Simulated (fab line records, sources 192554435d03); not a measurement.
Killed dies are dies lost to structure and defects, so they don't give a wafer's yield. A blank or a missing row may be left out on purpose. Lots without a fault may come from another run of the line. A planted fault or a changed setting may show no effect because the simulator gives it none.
fab line records | flow n5_finfet
record lots=7 wafers=21
route steps=1938 shown ZERO_LAYER@9 WELL_APT@21 FIN_SAQP@100 DUMMY_GATE@222 SD_EPI_N@268
start_h: hours from the record's first day to the start of the lot's first wafer shown | wait_h: hours since the lot's step before | " the same as in the row above | L1.1+2: a row that stands for several wafers | - no value, or no start given | * or withheld: withheld | < > ~ a bound
route shown NAME@n: a module of which the file shows steps, and the number in the route of the first | usual: mean/standard deviation of fault-free wafers | same: alike in all rows | chamber/n: place in a boat | sites: the reading at each site | _std_site: their standard deviation | _edge_site: outer sites' mean less inner sites' | radius_mm: how far each site lies from the wafer's centre | mask NAME#n: copy n | behind: the tool/chamber that last shaped the wafer | hold: why the lot was held/for how many hours/how that ended | device: the transistor (n, p or np) that didn't switch | end of line: the same wafers' tests at the end of the route | a step without rows: its recipe alone | killed: dies lost to structure and defects at the first sort, not the wafer's yield | map: a wafer's dies, x killed, . not, _ none there
set.NAME: the setting as run; set.NAME@STEP: as run at that earlier step | model.NAME: the simulator's own value behind a step, which no gauge read
lots whose settings were changed on purpose; a table a step, a row a wafer
## steps
# step N5_ZERO_LAYER_EXPOSE_08
# recipe mask_id=ZERO na=0.55 source_shape=conventional sigma_outer=0.8 polarization=unpolarized defocus_nm=0 target_cd_nm=2000 dose_mj=16.2
# columns lot.wafer tool chamber start_h wait_h mask set.dose_mj
L074.1+3+5 krf_scanner-02 0 12.46 - ZERO#0 17.35
L075.2+3+5 krf_scanner-02 0 18.47 - ZERO#0 16.2
L079.2+3 krf_scanner-02 0 42.60 - ZERO#0 15.4
L079.4 " 0 " " ZERO#0 16.2
L080.1 krf_scanner-01 0 48.59 - ZERO#0 16.2
L080.2+6 " 0 " " ZERO#0 17.25
L083.1+3+6 krf_scanner-02 0 66.46 - ZERO#0 16.2
L084.1+2+3 krf_scanner-01 0 72.59 - ZERO#0 16.2
L096.1+3 krf_scanner-01 0 144.59 - ZERO#0 16.2
L096.4 " 0 " " ZERO#0 15.19
# step N5_ZERO_LAYER_PEB_09
# recipe peb_temp_c=withheld peb_time_s=*
# step N5_ZERO_LAYER_DEVELOP_10
# recipe develop_time_s=60 rinse_liquid=diw dry=air_spin dev_temp_c=21
# step N5_ZERO_LAYER_HARDBAKE_23
# recipe temp_c=130 time_s=120
# step N5_ZERO_LAYER_CD_MEAS_11
# recipe target_cd_nm=2000 landing_energy_ev=500 detector=se_inlens
# usual cd_nm=1999.6/1.6
# columns lot.wafer tool chamber start_h wait_h set.dose_mj@ZERO_LAYER_EXPOSE_08 cd_nm
L074.1 cd_sem-03 0 12.64 - 17.35 2013.6
L074.3 " 0 " " 17.35 2012.5
L074.5 " 0 " " 17.35 2011.9
L075.2 cd_sem-02 0 18.64 - 16.2 1998.1
L075.3 " 0 " " 16.2 1998.0
L075.5 " 0 " " 16.2 1996.7
L079.2 cd_sem-02 0 42.77 - 15.4 1990.1
L079.3 " 0 " " 15.4 1991.5
L079.4 " 0 " " 16.2 2002.5
L080.1 cd_sem-02 0 48.77 - 16.2 1999.7
L080.2 " 0 " " 17.25 2012.7
L080.6 " 0 " " 17.25 2012.8
L083.1 cd_sem-01 0 66.64 - 16.2 1998.8
L083.3 " 0 " " 16.2 2001.4
L083.6 " 0 " " 16.2 1999.0
L084.1 cd_sem-02 0 72.77 - 16.2 1998.4
L084.2 " 0 " " 16.2 1998.8
L084.3 " 0 " " 16.2 1999.5
L096.1 cd_sem-02 0 144.77 - 16.2 1997.8
L096.3 " 0 " " 16.2 1999.6
L096.4 " 0 " " 15.19 1985.9
# step N5_ZERO_LAYER_DESCUM_16
# recipe chemistry=O2 time_s=7.9 source_power_w=50 bias_power_w=20 pressure_mtorr=20 rf_frequency_hz=2.712e+07 temp_c=40 o2_flow_sccm=225
# columns lot.wafer tool chamber start_h wait_h set.dose_mj@ZERO_LAYER_EXPOSE_08 model.ZERO_LAYER.cd_nm
L074.1 rie_diel-02 1 12.68 0.0 17.35 2014
L074.3 " 0 " " 17.35 2013
L074.5 " 0 " " 17.35 2012
L075.2+3 rie_diel-02 2,0 18.68 0.0 16.2 1998
L075.5 " 1 " " 16.2 1997
L079.2 rie_diel-02 2 43.05 0.3 15.4 1990
L079.3 " 3 " " 15.4 1991
L079.4 " 0 " " 16.2 2003
L080.1 rie_diel-05 1 48.80 0.0 16.2 2000
L080.2+6 " 2,0 " " 17.25 2013
L083.1+6 rie_diel-05 3 66.68 0.0 16.2 1999
L083.3 " 2 " " 16.2 2002
L084.1 rie_diel-02 2 72.80 0.0 16.2 1998
L084.2+3 " 1,3 " " 16.2 1999
L096.1 rie_diel-05 3 144.81 0.0 16.2 1997
L096.3 " 2 " " 16.2 2000
L096.4 " 0 " " 15.19 1986
# step N5_WELL_APT_COAT_02
# recipe spin_rpm=1357 resist_thk_nm=950
# columns lot.wafer tool chamber start_h wait_h set.spin_rpm model.coat_of_WELL_APT_COAT_02.thk_nm
L074.1 litho_track-05 0 - - 1257 985.9
L074.3 " 0 " " 1357 949.7
L074.5 " 0 " " 1257 988.5
L075.2+5 litho_track-05 0 - - 1357 949.4
L075.3 " 0 " " 1357 946.2
L079.2 litho_track-01 0 - - 1357 950.4
L079.3 " 0 " " 1357 951.1
L079.4 " 0 " " 1357 950.8
L080.1 litho_track-03 0 - - 1357 949.1
L080.2 " 0 " " 1357 947.1
L080.6 " 0 " " 1357 948.6
L083.1 litho_track-05 0 - - 1396 934.5
L083.3 " 0 " " 1357 947
L083.6 " 0 " " 1396 935.5
L084.1 litho_track-01 0 - - 1357 955
L084.2 " 0 " " 1357 953.5
L084.3 " 0 " " 1357 954.5
L096.1 litho_track-05 0 - - 1303 966.5
L096.3 " 0 " " 1303 967.5
L096.4 " 0 " " 1357 947.6
# step N5_FIN_SAQP_PECVD_06
# recipe material=a-Si target_thk_a=600 temp_c=400 precursor=SiH4/He pressure_torr=3 rf_w=100 time_s=48.1
# columns lot.wafer tool chamber start_h wait_h set.time_s model.a-Si_of_FIN_SAQP_PECVD_06.thk_nm
L074.1 pecvd-01 1 20.61 0.0 43.65 53.48
L074.3 " 2 " " 48.1 59.27
L074.5 " 0 " " 48.1 61.12
L075.2 pecvd-04 1 26.69 0.0 48.1 59.32
L075.3 " 0 " " 48.1 58.86
L075.5 " 1 " " 48.1 60.6
L079.2 pecvd-03 0 51.55 0.0 43.37 53.01
L079.3 " 1 " " 48.1 59.57
L079.4 " 2 " " 48.1 59.74
L080.1 pecvd-04 1 58.02 0.0 48.1 60.42
L080.2 " 0 " " 54.57 67.33
L080.6 " 2 " " 48.1 60.48
L083.1 pecvd-03 0 75.31 0.0 48.1 60.4
L083.3 " 2 " " 48.1 59.6
L083.6 " 2 " " 43.03 54.66
L084.1 pecvd-03 2 81.29 0.0 48.1 59.95
L084.2 " 0 " " 48.1 59.39
L084.3 " 1 " " 48.1 59.55
L096.1 pecvd-04 2 152.83 0.0 48.1 59.83
L096.3 " 1 " " 48.1 60.24
L096.4 " 0 " " 53.93 68.78
# step N5_FIN_SAQP_THK_MEAS_07
# usual thk_nm=59.9/0.8
# columns lot.wafer tool chamber start_h wait_h set.time_s@FIN_SAQP_PECVD_06 thk_nm
L074.1 film_metro-02 - 20.72 0.1 43.65 53.4
L074.3 " - " " 48.1 59.3
L074.5 " - " " 48.1 61.1
L075.2 film_metro-02 - 26.78 0.1 48.1 59.3
L075.3 " - " " 48.1 58.8
L075.5 " - " " 48.1 60.6
L079.2 film_metro-01 - 51.64 0.1 43.37 53.0
L079.3 " - " " 48.1 59.6
L079.4 " - " " 48.1 59.8
L080.1 film_metro-01 - 58.10 0.1 48.1 60.4
L080.2 " - " " 54.57 67.4
L080.6 " - " " 48.1 60.5
L083.1 film_metro-01 - 75.40 0.1 48.1 60.4
L083.3 " - " " 48.1 59.6
L083.6 " - " " 43.03 54.7
L084.1 film_metro-02 - 81.38 0.1 48.1 60.0
L084.2 " - " " 48.1 59.4
L084.3 " - " " 48.1 59.6
L096.1 film_metro-01 - 152.92 0.1 48.1 59.8
L096.3 " - " " 48.1 60.2
L096.4 " - " " 53.93 68.8
# step N5_FIN_SAQP_MANDREL_ETCH_22
# recipe target_depth_a=600 chemistry=HBr/Cl2 target=a-Si stop_on=SiNx bt_time_s=10 over_etch_frac=0.5 time_s=30 pressure_mtorr=10 icp_w=800 bias_w=75 HBr_flow_sccm=150 Cl2_flow_sccm=80 ends=end_point
# columns lot.wafer tool chamber start_h wait_h set.icp_w set.time_s@FIN_SAQP_PECVD_06 model.etch.depth_nm
L074.1 rie_si-03 2 21.59 0.0 800 43.65 53.48
L074.3 " 3 " " 800 48.1 59.27
L074.5 " 1 " " 800 48.1 61.12
L075.2 rie_si-06 1 27.51 0.0 800 48.1 59.31
L075.3 " 0 " " 739 48.1 58.79
L075.5 " 2 " " 800 48.1 60.6
L079.2 rie_si-01 1 52.37 0.0 883.4 43.37 53.01
L079.3 " 3 " " 883.4 48.1 59.57
L079.4 " 2 " " 800 48.1 59.73
L080.1 rie_si-06 0 58.98 0.0 800 48.1 60.4
L080.2 " 1 " " 874.7 54.57 67.33
L080.6 " 2 " " 800 48.1 60.48
L083.1 rie_si-01 0 76.27 0.0 800 48.1 60.4
L083.3 " 1 " " 800 48.1 59.53
L083.6 " 1 " " 800 43.03 54.59
L084.1 rie_si-06 3 82.26 0.0 800 48.1 59.95
L084.2 " 1 " " 800 48.1 59.32
L084.3 " 0 " " 800 48.1 59.51
L096.1 rie_si-01 1 153.79 0.0 800 48.1 59.79
L096.3 " 2 " " 800 48.1 60.24
L096.4 " 0 " " 800 53.93 68.78
# step N5_FIN_SAQP_SPACER1_ALD_24
# recipe material=SiO2 target_thk_a=203 temp_c=300 ald_precursor_family=BDEAS ald_co_reactant=O2-plasma pulse_time_s=1 purge_time_s=2 co_reactant_purge_time_s=2 ald_cycles=218 pressure_torr=2
# columns lot.wafer tool chamber start_h wait_h set.temp_c model.SiO2_of_FIN_SAQP_SPACER1_ALD_24.thk_nm
L074.1 ald_sin-02 0 22.40 0.3 300 20.2
L074.3 " 3 " " 296.5 20.4
L074.5 " 3 " " 296.5 20.6
L075.2 ald_sin-01 0 28.32 0.3 300 20.4
L075.3+5 " 1,3 " " 289.5 21.2
L079.2 ald_sin-03 2 53.28 0.3 311.4 19.8
L079.3+4 " 3,1 " " 311.4 20
L080.1+2+6 ald_sin-02 1,2,0 60.23 0.4 300 20.4
L083.1 ald_sin-03 0 77.14 0.3 300 20.4
L083.3+6 " 2,3 " " 294.3 20.6
L084.1+2+3 ald_sin-03 3,1,2 83.24 0.3 300 20.4
L096.1 ald_sin-01 1 155.06 0.5 294.8 20.6
L096.3 " 3 " " 294.8 20.8
L096.4 " 0 " " 300 20.2
# step N5_FIN_SAQP_SPACER1_ETCHBACK_25
# recipe chemistry=CHF3/O2 mode=anisotropic_etchback target=SiO2 target_depth_a=244 time_s=12.2 pressure_mtorr=30 source_w=650 bias_w=170 Ar_flow_sccm=200 CHF3_flow_sccm=50 O2_flow_sccm=5 ion_energy_ev=200
# step N5_FIN_SAQP_MANDREL1_REMOVE_56
# recipe chemistry=HBr/Cl2/O2 bt_time_s=10 target=a-Si stop_on=SiNx endpoint=OES-SiCl over_etch_frac=1 icp_w=600 bias_w=22 HBr_flow_sccm=150 Cl2_flow_sccm=80 O2_flow_sccm=5 pressure_mtorr=10
# columns lot.wafer tool chamber start_h wait_h set.temp_c@FIN_SAQP_SPACER1_ALD_24 model.FIN_SAQP.cd_nm
L074.1 rie_si-01 0 23.25 0.1 300 20.4
L074.3 " 3 " " 296.5 20.2
L074.5 " 1 " " 296.5 20.4
L075.2 rie_si-01 2 29.12 0.1 300 20.4
L075.3+5 " 1,3 " " 289.5 21.2
L079.2+4 rie_si-01 3,1 54.09 0.1 311.4 19.8
L079.3 " 2 " " 311.4 20
L080.1+2+6 rie_si-01 3,2,1 61.07 0.1 300 20.4
L083.1 rie_si-03 1 77.94 0.1 300 20.4
L083.3+6 " 3,1 " " 294.3 20.8
L084.1 rie_si-01 2 84.05 0.1 300 20.2
L084.2+3 " 1,3 " " 300 20.4
L096.1 rie_si-06 0 155.92 0.1 294.8 20.6
L096.3 " 1 " " 294.8 20.8
L096.4 " 2 " " 300 20.2
# step N5_DUMMY_GATE_COAT_34
# recipe resist=SOC temp_c=250 time_s=60 spin_rpm=1500 resist_thk_nm=60
# columns lot.wafer tool chamber start_h wait_h set.spin_rpm model.SOC_of_DUMMY_GATE_COAT_34.thk_nm
L074.1 litho_track-03 0 43.84 0.0 1372 62.6
L074.3 " 0 " " 1372 62.4
L074.5 " 0 " " 1500 60
L075.2 litho_track-03 0 50.09 0.0 1398 62.2
L075.3+5 " 0 " " 1500 60
L079.2 litho_track-04 0 75.11 0.0 1500 60.4
L079.3 " 0 " " 1588 58.6
L079.4 " 0 " " 1500 60.2
L080.1+2+6 litho_track-03 0 82.00 0.0 1500 60
L083.1 litho_track-04 0 101.15 0.0 1649 57.2
L083.3 " 0 " " 1649 57
L083.6 " 0 " " 1500 59.8
L084.1+2+3 litho_track-03 0 106.09 0.1 1500 60
L096.1+4 litho_track-03 0 177.13 0.0 1500 60
L096.3 " 0 " " 1579 58.6
# step N5_DUMMY_GATE_EXPOSE_12
# recipe mask_id=GATE na=0.33 source_shape=annular sigma_inner=0.2 sigma_outer=0.6 polarization=unpolarized target_cd_nm=25 dose_mj=34
# columns lot.wafer tool chamber start_h wait_h mask set.dose_mj
L074.1+3+5 euv_scanner-02 0 44.10 - GATE#0 34
L075.2+3 euv_scanner-01 0 50.36 - GATE#0 34
L075.5 " 0 " " GATE#0 31.74
L079.2+3+4 euv_scanner-01 0 75.25 - GATE#0 34
L080.1+2 euv_scanner-02 0 82.26 - GATE#0 34
L080.6 " 0 " " GATE#0 32.95
L083.1+3+6 euv_scanner-02 0 101.44 - GATE#0 34
L084.1+2+3 euv_scanner-02 0 106.23 - GATE#0 34
L096.1+4 euv_scanner-02 0 177.26 - GATE#0 34
L096.3 " 0 " " GATE#0 33.11
# step N5_DUMMY_GATE_PEB_13
# recipe peb_temp_c=100 peb_time_s=60 resist=CAR-EUV
# step N5_DUMMY_GATE_DEVELOP_14
# recipe develop_time_s=30 developer=TMAH resist=CAR-EUV rinse_liquid=surfactant_rinse dry=air_spin dev_temp_c=23
# step N5_DUMMY_GATE_CD_MEAS_15
# recipe target_cd_nm=25.8 landing_energy_ev=500 detector=se_inlens
# usual cd_nm=24.99/0.2
# columns lot.wafer tool chamber start_h wait_h set.dose_mj@DUMMY_GATE_EXPOSE_12 cd_nm
L074.1 cd_sem-03 0 44.23 - 34 24.98
L074.3 " 0 " " 34 25.20
L074.5 " 0 " " 34 24.93
L075.2 cd_sem-02 0 50.49 - 34 24.90
L075.3 " 0 " " 34 24.85
L075.5 " 0 " " 31.74 25.94
L079.2 cd_sem-02 0 75.38 - 34 24.84
L079.3 " 0 " " 34 24.88
L079.4 " 0 " " 34 24.74
L080.1 cd_sem-02 0 82.39 - 34 24.87
L080.2 " 0 " " 34 24.57
L080.6 " 0 " " 32.95 25.35
L083.1 cd_sem-02 0 101.56 - 34 24.96
L083.3 " 0 " " 34 24.89
L083.6 " 0 " " 34 24.50
L084.1 cd_sem-03 0 106.36 - 34 25.19
L084.2 " 0 " " 34 25.17
L084.3 " 0 " " 34 25.06
L096.1 cd_sem-02 0 177.39 - 34 25.02
L096.3 " 0 " " 33.11 25.47
L096.4 " 0 " " 34 24.99
# step N5_DUMMY_GATE_ETCH_29
# recipe chemistry=N2/H2 target=underlayer target_depth_a=130 ion_energy_ev=200 pressure_mtorr=30 source_w=840 bias_w=150 n2_flow_sccm=200 h2_flow_sccm=200
# step N5_DUMMY_GATE_ETCH_36
# recipe chemistry=CF4 target=SiARC target_depth_a=130 pressure_mtorr=40 source_w=545 bias_w=36 Ar_flow_sccm=100 cf4_flow_sccm=100 ion_energy_ev=80
# step N5_DUMMY_GATE_ETCH_37
# recipe chemistry=N2/H2 target=SOC target_depth_a=600 overetch_a=300 temp_c=40 ion_energy_ev=200 pressure_mtorr=30 source_w=840 bias_w=150 n2_flow_sccm=200 h2_flow_sccm=200
# columns lot.wafer tool chamber start_h wait_h set.spin_rpm@DUMMY_GATE_COAT_34 model.etch.depth_nm
L074.1 rie_diel-06 1 44.56 0.0 1372 62.51
L074.3 " 0 " " 1372 62.48
L074.5 " 1 " " 1500 59.94
L075.2 rie_diel-05 0 50.76 0.0 1398 62.1
L075.3 " 3 " " 1500 60
L075.5 " 2 " " 1500 59.9
L079.2 rie_diel-06 0 75.65 0.0 1500 60.3
L079.3 " 1 " " 1588 58.51
L079.4 " 2 " " 1500 60.15
L080.1 rie_diel-05 3 82.67 0.0 1500 60.02
L080.2 " 0 " " 1500 59.97
L080.6 " 3 " " 1500 60.08
L083.1 rie_diel-02 0 101.94 0.0 1649 57.24
L083.3 " 2 " " 1649 56.98
L083.6 " 1 " " 1500 59.76
L084.1 rie_diel-05 1 106.63 0.0 1500 59.93
L084.2 " 2 " " 1500 60.07
L084.3 " 0 " " 1500 60.05
L096.1 rie_diel-06 0 177.67 0.0 1500 60.09
L096.3 " 1 " " 1579 58.58
L096.4 " 1 " " 1500 60.03
# step N5_DUMMY_GATE_STRIP_38
# recipe chemistry=N2/H2 temp_c=40 n2_flow_sccm=200 h2_flow_sccm=200 rf_frequency_hz=6e+07
# step N5_DUMMY_GATE_STRIP_39
# recipe chemistry=N2/H2 temp_c=40 n2_flow_sccm=200 h2_flow_sccm=200 rf_frequency_hz=6e+07
# step N5_DUMMY_GATE_TRIM_49
# recipe chemistry=O2 resist=SOC time_s=29 target_cd_nm=14 source_power_w=300 bias_power_w=0 O2_flow_sccm=100 temp_c=20
# columns lot.wafer tool chamber start_h wait_h set.dose_mj@DUMMY_GATE_EXPOSE_12 model.DUMMY_GATE.cd_nm
L074.1+3 rie_si-02 0,1 44.64 0.0 34 14.2
L074.5 " 0 " " 34 13.8
L075.2+3 rie_si-02 1,2 50.84 0.0 34 13.8
L075.5 " 1 " " 31.74 15
L079.2 rie_si-04 1 75.73 0.0 34 14
L079.3 " 2 " " 34 13.6
L079.4 " 3 " " 34 13.8
L080.1+2 rie_si-05 1,2 82.75 0.0 34 14
L080.6 " 3 " " 32.95 14.4
L083.1+3+6 rie_si-04 1,2,2 102.02 0.0 34 13.8
L084.1 rie_si-05 0 106.71 0.0 34 14
L084.2+3 " 1,3 " " 34 13.8
L096.1 rie_si-04 2 177.75 0.0 34 13.6
L096.3 " 3 " " 33.11 14.2
L096.4 " 0 " " 34 13.8
# step N5_DUMMY_GATE_STRIP_40
# recipe chemistry=CF4 resist=SiARC power_w=300 bias_power_w=75 pressure_mtorr=50 cf4_flow_sccm=150 rf_frequency_hz=6e+07
# step N5_DUMMY_GATE_ETCH_31
# recipe chemistry=C4F6/O2 target=SiO2 mask_material=SOC target_depth_a=825 time_s=27.5 ion_energy_ev=250 pressure_mtorr=30 source_w=345 bias_w=185 Ar_flow_sccm=300 C4F6_flow_sccm=10 O2_flow_sccm=10
# columns lot.wafer tool chamber start_h wait_h set.spin_rpm@DUMMY_GATE_COAT_34 model.SOC_of_DUMMY_GATE_COAT_34.thk_nm
L074.1+3 rie_diel-02 1,0 44.99 0.1 1372 54.2
L074.5 " 0 " " 1500 51.8
L075.2 rie_diel-06 2 51.08 0.1 1398 54
L075.3+5 " 0 " " 1500 51.8
L079.2+4 rie_diel-05 0,3 75.93 0.0 1500 52
L079.3 " 2 " " 1588 50.2
L080.1 rie_diel-06 1 83.09 0.2 1500 51.6
L080.2+6 " 2 " " 1500 51.8
L083.1 rie_diel-06 2 102.35 0.0 1649 49.2
L083.3 " 1 " " 1649 48.6
L083.6 " 1 " " 1500 51.2
L084.1+2+3 rie_diel-02 0,1,3 106.97 0.0 1500 51.8
L096.1+4 rie_diel-02 0,3 177.95 0.0 1500 51.8
L096.3 " 2 " " 1579 50.4
# step N5_DUMMY_GATE_STRIP_41
# recipe chemistry=O2 power_w=400 temp_c=40 pressure_mtorr=30 rf_frequency_hz=6e+07 bias_power_w=0 overash_fraction=0.3 o2_flow_sccm=225
# step N5_DUMMY_GATE_HM_OPEN_21
# recipe chemistry=CH3F/O2 target=SiNx target_depth_a=1200 Ar_flow_sccm=150 CH3F_flow_sccm=30 O2_flow_sccm=23 time_s=171.4 pressure_mtorr=30 source_w=395 bias_w=73 ion_energy_ev=120.7
# step N5_DUMMY_GATE_ETCH_32
# recipe chemistry=CF4 target=SiO2 target_depth_a=35 time_s=3.9 ion_energy_ev=350 pressure_mtorr=10 icp_w=800 bias_w=400 cf4_flow_sccm=80
# step N5_DUMMY_GATE_ETCH_23
# recipe chemistry=HBr/Cl2/O2 HBr_flow_sccm=150 Cl2_flow_sccm=80 O2_flow_sccm=12 bias_w=102 target_depth_a=410 time_s=22.3 target=poly-Si mask_material=SiO2 pressure_mtorr=10 icp_w=800
# step N5_DUMMY_GATE_ETCH_44
# recipe chemistry=HBr/O2 over_etch_frac=0.7 target_depth_a=1275 stop_on=SiO2 ion_energy_ev=60 bias_w=20 target=poly-Si mask_material=SiO2 pressure_mtorr=20 icp_w=400 HBr_flow_sccm=120 O2_flow_sccm=10
# columns lot.wafer tool chamber start_h wait_h set.dose_mj@DUMMY_GATE_EXPOSE_12 model.DUMMY_GATE.cd_nm
L074.1 rie_si-02 0 45.32 0.0 34 15
L074.3 " 3 " " 34 15.2
L074.5 " 2 " " 34 14.6
L075.2 rie_si-05 2 51.42 0.0 34 14.6
L075.3 " 1 " " 34 14.8
L075.5 " 1 " " 31.74 16
L079.2+4 rie_si-05 2,3 76.26 0.0 34 15
L079.3 " 1 " " 34 14.8
L080.1 rie_si-05 0 83.42 0.0 34 15
L080.2 " 1 " " 34 14.8
L080.6 " 3 " " 32.95 15.4
L083.1+6 rie_si-05 0,2 102.68 0.0 34 14.6
L083.3 " 1 " " 34 14.8
L084.1 rie_si-02 1 107.31 0.0 34 15.2
L084.2+3 " 3,0 " " 34 15
L096.1 rie_si-02 0 178.28 0.0 34 14.6
L096.3 " 3 " " 33.11 15.4
L096.4 " 2 " " 34 15
# step N5_SD_EPI_N_PEB_07
# recipe peb_temp_c=110 peb_time_s=60 resist=CAR-ArF-block
# columns lot.wafer tool chamber start_h wait_h set.peb_time_s
L074.1+5 litho_track-03 0 46.59 0.1 68.09
L074.3 " 0 " " 60
L075.2 litho_track-05 0 52.88 0.0 49.99
L075.3+5 " 0 " " 60
L079.2 litho_track-03 0 77.59 0.0 60
L079.3+4 " 0 " " 66.87
L080.1+6 litho_track-01 0 84.99 0.1 68.53
L080.2 " 0 " " 60
L083.1+6 litho_track-05 0 104.01 0.1 60
L083.3 " 0 " " 64.79
L084.1+2+3 litho_track-05 0 108.64 0.1 60
L096.1 litho_track-03 0 180.64 0.1 66.01
L096.3+4 " 0 " " 60
## key
split step=N5_ZERO_LAYER_EXPOSE_08 setting=dose_mj stated=16.2 by=wafer
response step=N5_ZERO_LAYER_CD_MEAS_11 reading=cd_nm change=+2.12 per=1% r=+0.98
response step=N5_ZERO_LAYER_DESCUM_16 reading=model.ZERO_LAYER.cd_nm change=+2.13 per=1% r=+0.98
split step=N5_WELL_APT_COAT_02 setting=spin_rpm stated=1357 by=wafer
response step=N5_WELL_APT_COAT_02 reading=model.coat_of_WELL_APT_COAT_02.thk_nm change=-4.95 per=1% r=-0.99
split step=N5_FIN_SAQP_PECVD_06 setting=time_s stated=48.1 by=wafer
response step=N5_FIN_SAQP_PECVD_06 reading=model.a-Si_of_FIN_SAQP_PECVD_06.thk_nm change=+0.616 per=1% r=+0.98
response step=N5_FIN_SAQP_THK_MEAS_07 reading=thk_nm change=* per=1% r=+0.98
response step=N5_FIN_SAQP_MANDREL_ETCH_22 reading=model.etch.depth_nm change=+0.616 per=1% r=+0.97
split step=N5_FIN_SAQP_MANDREL_ETCH_22 setting=icp_w stated=800 by=wafer
response none clear
split step=N5_FIN_SAQP_SPACER1_ALD_24 setting=temp_c stated=300 by=wafer
response step=N5_FIN_SAQP_SPACER1_ALD_24 reading=model.SiO2_of_FIN_SAQP_SPACER1_ALD_24.thk_nm change=-0.217 per=1% r=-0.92
response step=N5_FIN_SAQP_MANDREL1_REMOVE_56 reading=model.FIN_SAQP.cd_nm change=-0.213 per=1% r=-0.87
split step=N5_DUMMY_GATE_COAT_34 setting=spin_rpm stated=1500 by=wafer
response step=N5_DUMMY_GATE_COAT_34 reading=model.SOC_of_DUMMY_GATE_COAT_34.thk_nm change=-0.287 per=1% r=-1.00
response step=N5_DUMMY_GATE_ETCH_37 reading=model.etch.depth_nm change=-0.288 per=1% r=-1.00
response step=N5_DUMMY_GATE_ETCH_31 reading=model.SOC_of_DUMMY_GATE_COAT_34.thk_nm change=-0.272 per=1% r=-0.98
split step=N5_DUMMY_GATE_EXPOSE_12 setting=dose_mj stated=34 by=wafer
response step=N5_DUMMY_GATE_CD_MEAS_15 reading=cd_nm change=-0.168 per=1% r=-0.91
response step=N5_DUMMY_GATE_TRIM_49 reading=model.DUMMY_GATE.cd_nm change=-0.174 per=1% r=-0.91
response step=N5_DUMMY_GATE_ETCH_44 reading=model.DUMMY_GATE.cd_nm change=-0.194 per=1% r=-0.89
split step=N5_SD_EPI_N_PEB_07 setting=peb_time_s stated=60 by=wafer
response none in this file
